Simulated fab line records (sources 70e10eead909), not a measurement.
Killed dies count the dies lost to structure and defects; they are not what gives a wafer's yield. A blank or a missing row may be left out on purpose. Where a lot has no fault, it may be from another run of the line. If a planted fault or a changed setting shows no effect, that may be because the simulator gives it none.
Which of the tools did it? / flow nand_harc / Sampling: 15 lots, 45 wafers, 4 of 1159 route steps

== WHAT THE GAUGES SHOWED, per wafer ==
Not one reading of a measure or inspect step in the record can be checked against a usual standard deviation.

== EACH LOT AND THE TOOL THAT RAN IT (in order: tool; ch and the chambers of the sampled wafers; start) ==
lot=L115; NHARC_A_M0_PVD_21=pvd_sputter-03, day 17 18:58 or earlier; NHARC_A_M0_DEP_32=pecvd-03 ch 0,1,2, day 17 18:58; NHARC_A_M1_DESCUM_14=rie_diel-04 ch 0,2, day 17 20:55; NHARC_THIN_TSV_EXPOSE_30=krf_scanner-01 ch 0, day 19 21:43
lot=L114; NHARC_A_M0_PVD_21=pvd_sputter-02, day 17 20:34 or earlier; NHARC_A_M0_DEP_32=pecvd-01 ch 0,1,2, day 17 20:34; NHARC_A_M1_DESCUM_14=rie_diel-04 ch 1,2, day 17 21:59; NHARC_THIN_TSV_EXPOSE_30=krf_scanner-01 ch 0, day 20 00:08
lot=L117; NHARC_A_M0_PVD_21=pvd_sputter-03, day 18 01:18 or earlier; NHARC_A_M0_DEP_32=pecvd-02 ch 0,1, day 18 01:18; NHARC_A_M1_DESCUM_14=rie_diel-12 ch 0,1,2, day 18 02:41; NHARC_THIN_TSV_EXPOSE_30=krf_scanner-03 ch 0, day 20 05:07
lot=L119; NHARC_A_M0_PVD_21=pvd_sputter-03, day 18 18:28 or earlier; NHARC_A_M0_DEP_32=pecvd-03 ch 0,2, day 18 18:28; NHARC_A_M1_DESCUM_14=rie_diel-04 ch 1,2, day 18 19:49; NHARC_THIN_TSV_EXPOSE_30=krf_scanner-01 ch 0, day 20 06:13
lot=L123; NHARC_A_M0_PVD_21=pvd_sputter-02, day 19 12:16 or earlier; NHARC_A_M0_DEP_32=pecvd-01 ch 1,2, day 19 12:16; NHARC_A_M1_DESCUM_14=rie_diel-04 ch 0,2, day 19 13:35; NHARC_THIN_TSV_EXPOSE_30=krf_scanner-03 ch 0, day 20 18:59
lot=L127; NHARC_A_M0_PVD_21=pvd_sputter-02, day 20 15:33 or earlier; NHARC_A_M0_DEP_32=pecvd-03 ch 0,1,2, day 20 15:33; NHARC_A_M1_DESCUM_14=rie_diel-08 ch 1,2,3, day 20 16:52; NHARC_THIN_TSV_EXPOSE_30=krf_scanner-03, day 21 20:53
lot=L126; NHARC_A_M0_PVD_21=pvd_sputter-01, day 20 18:13 or earlier; NHARC_A_M0_DEP_32=pecvd-01 ch 0,1, day 20 18:13; NHARC_A_M1_DESCUM_14=rie_diel-04 ch 0,1, day 20 19:34; NHARC_THIN_TSV_EXPOSE_30=krf_scanner-01, day 21 21:44
lot=L128; NHARC_A_M0_PVD_21=pvd_sputter-03, day 21 05:29 or earlier; NHARC_A_M0_DEP_32=pecvd-02 ch 1,2, day 21 05:29; NHARC_A_M1_DESCUM_14=rie_diel-04 ch 0,1,3, day 21 06:45; NHARC_THIN_TSV_EXPOSE_30=krf_scanner-04, day 22 08:25
lot=L131; NHARC_A_M0_PVD_21=pvd_sputter-01, day 21 16:40 or earlier; NHARC_A_M0_DEP_32=pecvd-02 ch 1,2, day 21 16:40; NHARC_A_M1_DESCUM_14=rie_diel-12 ch 1,3, day 21 17:59; NHARC_THIN_TSV_EXPOSE_30=krf_scanner-04 ch 0, day 22 19:09
lot=L132; NHARC_A_M0_PVD_21=pvd_sputter-02, day 22 00:23 or earlier; NHARC_A_M0_DEP_32=pecvd-03 ch 0,1,2, day 22 00:23; NHARC_A_M1_DESCUM_14=rie_diel-12 ch 1,2,3, day 22 01:40; NHARC_THIN_TSV_EXPOSE_30=krf_scanner-01 ch 0, day 23 05:40
lot=L133; NHARC_A_M0_PVD_21=pvd_sputter-03, day 22 03:58 or earlier; NHARC_A_M0_DEP_32=pecvd-03 ch 0,1,2, day 22 03:58; NHARC_A_M1_DESCUM_14=rie_diel-08 ch 0,1,3, day 22 05:25; NHARC_THIN_TSV_EXPOSE_30=krf_scanner-04 ch 0, day 23 04:26
lot=L134; NHARC_A_M0_PVD_21=pvd_sputter-02, day 22 04:16 or earlier; NHARC_A_M0_DEP_32=pecvd-02 ch 0,1,2, day 22 04:16; NHARC_A_M1_DESCUM_14=rie_diel-04 ch 0,1,3, day 22 05:43; NHARC_THIN_TSV_EXPOSE_30=krf_scanner-03 ch 0, day 23 10:20
lot=L137; NHARC_A_M0_PVD_21=pvd_sputter-03, day 22 14:08 or earlier; NHARC_A_M0_DEP_32=pecvd-01 ch 0,2, day 22 14:08; NHARC_A_M1_DESCUM_14=rie_diel-12 ch 1,2,3, day 22 15:41; NHARC_THIN_TSV_EXPOSE_30=krf_scanner-04 ch 0, day 23 19:10
lot=L136; NHARC_A_M0_PVD_21=pvd_sputter-01, day 23 01:35 or earlier; NHARC_A_M0_DEP_32=pecvd-03 ch 0,1,2, day 23 01:35; NHARC_A_M1_DESCUM_14=rie_diel-04 ch 2,3, day 23 02:49; NHARC_THIN_TSV_EXPOSE_30=krf_scanner-03 ch 0, day 24 06:58
lot=L135; NHARC_A_M0_PVD_21=pvd_sputter-02, day 23 12:44 or earlier; NHARC_A_M0_DEP_32=pecvd-01 ch 0,1,2, day 23 12:44; NHARC_A_M1_DESCUM_14=rie_diel-08 ch 1,3, day 23 14:03; NHARC_THIN_TSV_EXPOSE_30=krf_scanner-01 ch 0, day 24 17:10
- NHARC_A_M0_PVD_21: deposits Cu, target thk 30 nm, time 20.49 s.
- NHARC_A_M0_DEP_32: deposits SiCN, target thk 30 nm.
- NHARC_A_M1_DESCUM_14: chemistry O2, time 3 s.
- NHARC_THIN_TSV_EXPOSE_30: exposes mask PAD.

== AS READ BY THE TOOLS THEMSELVES (means over the sampled wafers that have a number; for cases with no such wafer, the mark the record gives instead) ==
NHARC_A_M0_PVD_21. Usual: cathode_dc_power_W 5000.0 W, standard deviation 0.9; substrate_temp_c 29.99 C, standard deviation 0.11; throttle_valve_pct 29.9 %, standard deviation 0.89.
lot=L115; tool=pvd_sputter-03; cathode_dc_power_W (W)=5000.7; substrate_temp_c (C)=30.08; throttle_valve_pct (%)=29.4; flag=
lot=L114; tool=pvd_sputter-02; cathode_dc_power_W (W)=5000.3; substrate_temp_c (C)=29.93; throttle_valve_pct (%)=30.3; flag=
lot=L117; tool=pvd_sputter-03; cathode_dc_power_W (W)=4999.8; substrate_temp_c (C)=29.93; throttle_valve_pct (%)=29.7; flag=
lot=L119; tool=pvd_sputter-03; cathode_dc_power_W (W)=5000.5; substrate_temp_c (C)=29.93; throttle_valve_pct (%)=29.9; flag=
lot=L123; tool=pvd_sputter-02; cathode_dc_power_W (W)=4998.9; substrate_temp_c (C)=29.98; throttle_valve_pct (%)=30.4; flag=
lot=L127; tool=pvd_sputter-02; cathode_dc_power_W (W)=5000.1; substrate_temp_c (C)=30.05; throttle_valve_pct (%)=30.4; flag=
lot=L126; tool=pvd_sputter-01; cathode_dc_power_W (W)=5000.9; substrate_temp_c (C)=30.00; throttle_valve_pct (%)=30.1; flag=
lot=L128; tool=pvd_sputter-03; cathode_dc_power_W (W)=4999.1; substrate_temp_c (C)=30.03; throttle_valve_pct (%)=29.2; flag=
lot=L131; tool=pvd_sputter-01; cathode_dc_power_W (W)=4999.8; substrate_temp_c (C)=30.00; throttle_valve_pct (%)=30.4; flag=
lot=L132; tool=pvd_sputter-02; cathode_dc_power_W (W)=4999.1; substrate_temp_c (C)=29.93; throttle_valve_pct (%)=30.6; flag=
lot=L133; tool=pvd_sputter-03; cathode_dc_power_W (W)=5000.0; substrate_temp_c (C)=29.97; throttle_valve_pct (%)=29.3; flag=
lot=L134; tool=pvd_sputter-02; cathode_dc_power_W (W)=4999.5; substrate_temp_c (C)=30.06; throttle_valve_pct (%)=29.5; flag=
lot=L137; tool=pvd_sputter-03; cathode_dc_power_W (W)=5000.2; substrate_temp_c (C)=30.03; throttle_valve_pct (%)=29.5; flag=
lot=L136; tool=pvd_sputter-01; cathode_dc_power_W (W)=5000.5; substrate_temp_c (C)=30.00; throttle_valve_pct (%)=30.1; flag=
lot=L135; tool=pvd_sputter-02; cathode_dc_power_W (W)=4999.5; substrate_temp_c (C)=30.02; throttle_valve_pct (%)=29.1; flag=

NHARC_A_M0_DEP_32. Usual: heater_power_w at 569 W, with a standard deviation of 110.
lot=L115; tool=pecvd-03; heater_power_w (W)=541; flag=
lot=L114; tool=pecvd-01; heater_power_w (W)=590; flag=
lot=L117; tool=pecvd-02; heater_power_w (W)=470; flag=
lot=L119; tool=pecvd-03; heater_power_w (W)=490; flag=
lot=L123; tool=pecvd-01; heater_power_w (W)=647; flag=
lot=L127; tool=pecvd-03; heater_power_w (W)=562; flag=
lot=L126; tool=pecvd-01; heater_power_w (W)=554; flag=
lot=L128; tool=pecvd-02; heater_power_w (W)=532; flag=
lot=L131; tool=pecvd-02; heater_power_w (W)=502; flag=
lot=L132; tool=pecvd-03; heater_power_w (W)=604; flag=
lot=L133; tool=pecvd-03; heater_power_w (W)=633; flag=
lot=L134; tool=pecvd-02; heater_power_w (W)=534; flag=
lot=L137; tool=pecvd-01; heater_power_w (W)=544; flag=
lot=L136; tool=pecvd-03; heater_power_w (W)=579; flag=
lot=L135; tool=pecvd-01; heater_power_w (W)=565; flag=

NHARC_A_M1_DESCUM_14. Usual: drypump_motor_current_A 5.6 A, standard deviation 0.52; oes_product_au 1.003 a.u., standard deviation 0.0076; rf_vpp_V 57.8 V, standard deviation 0.84; showerhead_plenum_p_Torr 1.90 Torr, standard deviation 0.072; throttle_valve_pct 11.312 %, standard deviation 0.0083.
lot=L115; tool=rie_diel-04; drypump_motor_current_A (A)=5.0; oes_product_au (a.u.)=1.006; rf_vpp_V (V)=58.1; showerhead_plenum_p_Torr (Torr)=1.87; throttle_valve_pct (%)=11.306; flag=
lot=L114; tool=rie_diel-04; drypump_motor_current_A (A)=5.5; oes_product_au (a.u.)=0.999; rf_vpp_V (V)=57.8; showerhead_plenum_p_Torr (Torr)=1.84; throttle_valve_pct (%)=11.312; flag=
lot=L117; tool=rie_diel-12; drypump_motor_current_A (A)=5.9; oes_product_au (a.u.)=1.009; rf_vpp_V (V)=57.3; showerhead_plenum_p_Torr (Torr)=1.94; throttle_valve_pct (%)=11.308; flag=
lot=L119; tool=rie_diel-04; drypump_motor_current_A (A)=5.4; oes_product_au (a.u.)=0.999; rf_vpp_V (V)=56.8; showerhead_plenum_p_Torr (Torr)=1.83; throttle_valve_pct (%)=11.311; flag=
lot=L123; tool=rie_diel-04; drypump_motor_current_A (A)=5.0; oes_product_au (a.u.)=0.998; rf_vpp_V (V)=57.5; showerhead_plenum_p_Torr (Torr)=1.87; throttle_valve_pct (%)=11.317; flag=
lot=L127; tool=rie_diel-08; drypump_motor_current_A (A)=5.5; oes_product_au (a.u.)=1.007; rf_vpp_V (V)=58.1; showerhead_plenum_p_Torr (Torr)=1.95; throttle_valve_pct (%)=11.313; flag=
lot=L126; tool=rie_diel-04; drypump_motor_current_A (A)=5.5; oes_product_au (a.u.)=0.993; rf_vpp_V (V)=57.3; showerhead_plenum_p_Torr (Torr)=1.90; throttle_valve_pct (%)=11.311; flag=
lot=L128; tool=rie_diel-04; drypump_motor_current_A (A)=5.9; oes_product_au (a.u.)=1.008; rf_vpp_V (V)=57.6; showerhead_plenum_p_Torr (Torr)=1.85; throttle_valve_pct (%)=11.319; flag=
lot=L131; tool=rie_diel-12; drypump_motor_current_A (A)=5.7; oes_product_au (a.u.)=1.003; rf_vpp_V (V)=57.9; showerhead_plenum_p_Torr (Torr)=1.85; throttle_valve_pct (%)=11.313; flag=
lot=L132; tool=rie_diel-12; drypump_motor_current_A (A)=5.8; oes_product_au (a.u.)=1.000; rf_vpp_V (V)=57.8; showerhead_plenum_p_Torr (Torr)=1.93; throttle_valve_pct (%)=11.310; flag=
lot=L133; tool=rie_diel-08; drypump_motor_current_A (A)=5.5; oes_product_au (a.u.)=0.995; rf_vpp_V (V)=59.0; showerhead_plenum_p_Torr (Torr)=1.98; throttle_valve_pct (%)=11.304; flag=
lot=L134; tool=rie_diel-04; drypump_motor_current_A (A)=5.9; oes_product_au (a.u.)=1.005; rf_vpp_V (V)=57.7; showerhead_plenum_p_Torr (Torr)=1.85; throttle_valve_pct (%)=11.300; flag=
lot=L137; tool=rie_diel-12; drypump_motor_current_A (A)=5.8; oes_product_au (a.u.)=1.007; rf_vpp_V (V)=58.2; showerhead_plenum_p_Torr (Torr)=1.93; throttle_valve_pct (%)=11.317; flag=
lot=L136; tool=rie_diel-04; drypump_motor_current_A (A)=5.8; oes_product_au (a.u.)=1.009; rf_vpp_V (V)=57.5; showerhead_plenum_p_Torr (Torr)=1.81; throttle_valve_pct (%)=11.312; flag=
lot=L135; tool=rie_diel-08; drypump_motor_current_A (A)=5.4; oes_product_au (a.u.)=1.004; rf_vpp_V (V)=57.7; showerhead_plenum_p_Torr (Torr)=1.96; throttle_valve_pct (%)=11.318; flag=

NHARC_THIN_TSV_EXPOSE_30. Usual: exposure_dose_mJ_cm2 11.472, standard deviation 0.012; focus_offset_nm 0.1 nm, standard deviation 0.59.
lot=L115; tool=krf_scanner-01; exposure_dose_mJ_cm2=11.466; focus_offset_nm (nm)=0.4; flag=
lot=L114; tool=krf_scanner-01; exposure_dose_mJ_cm2=11.482; focus_offset_nm (nm)=-0.5; flag=
lot=L117; tool=krf_scanner-03; exposure_dose_mJ_cm2=11.485; focus_offset_nm (nm)=0.3; flag=
lot=L119; tool=krf_scanner-01; exposure_dose_mJ_cm2=11.488; focus_offset_nm (nm)=0.3; flag=
lot=L123; tool=krf_scanner-03; exposure_dose_mJ_cm2=11.484; focus_offset_nm (nm)=-0.6; flag=
lot=L127; tool=krf_scanner-03; exposure_dose_mJ_cm2=-; focus_offset_nm (nm)=-; flag=OFF
lot=L126; tool=krf_scanner-01; exposure_dose_mJ_cm2=-; focus_offset_nm (nm)=-; flag=OFF
lot=L128; tool=krf_scanner-04; exposure_dose_mJ_cm2=-; focus_offset_nm (nm)=-; flag=OFF
lot=L131; tool=krf_scanner-04; exposure_dose_mJ_cm2=11.464; focus_offset_nm (nm)=-0.4; flag=
lot=L132; tool=krf_scanner-01; exposure_dose_mJ_cm2=11.472; focus_offset_nm (nm)=0.4; flag=
lot=L133; tool=krf_scanner-04; exposure_dose_mJ_cm2=11.462; focus_offset_nm (nm)=0.6; flag=
lot=L134; tool=krf_scanner-03; exposure_dose_mJ_cm2=11.477; focus_offset_nm (nm)=0.2; flag=
lot=L137; tool=krf_scanner-04; exposure_dose_mJ_cm2=11.475; focus_offset_nm (nm)=-0.1; flag=
lot=L136; tool=krf_scanner-03; exposure_dose_mJ_cm2=11.457; focus_offset_nm (nm)=-0.3; flag=
lot=L135; tool=krf_scanner-01; exposure_dose_mJ_cm2=11.462; focus_offset_nm (nm)=0.2; flag=

== THE ANSWER, worked out from the rows above alone ==
Rule: a lot counts as off when the mean over its wafers that have a number is more than 3 standard deviations away from the usual mean. Also off: a lot with no number at a reading for which 4 or more lots have one. All remaining lots with rows at the step are treated as sound. Order of review: gauges by route order, followed by the tools' own readings, for which a lot's mean as printed above is used. The first step at which some lot is off is used, and at that step the reading that is off furthest; a lot without a number counts as furthest.
Off: L127, L126, L128 (NHARC_THIN_TSV_EXPOSE_30, exposure_dose_mJ_cm2). Without a number there: L127, L126, L128.
If a tool, at that step or one of the process steps before it, ran each lot that is off and ran no sound lot following the first of them, it fits. NHARC_A_M0_PVD_21 gives no start for some lots, so the hours and the order of its lots are those of NHARC_A_M0_DEP_32. None of those tried fits.

== WHAT WAS PUT IN BY THE SIMULATOR ==
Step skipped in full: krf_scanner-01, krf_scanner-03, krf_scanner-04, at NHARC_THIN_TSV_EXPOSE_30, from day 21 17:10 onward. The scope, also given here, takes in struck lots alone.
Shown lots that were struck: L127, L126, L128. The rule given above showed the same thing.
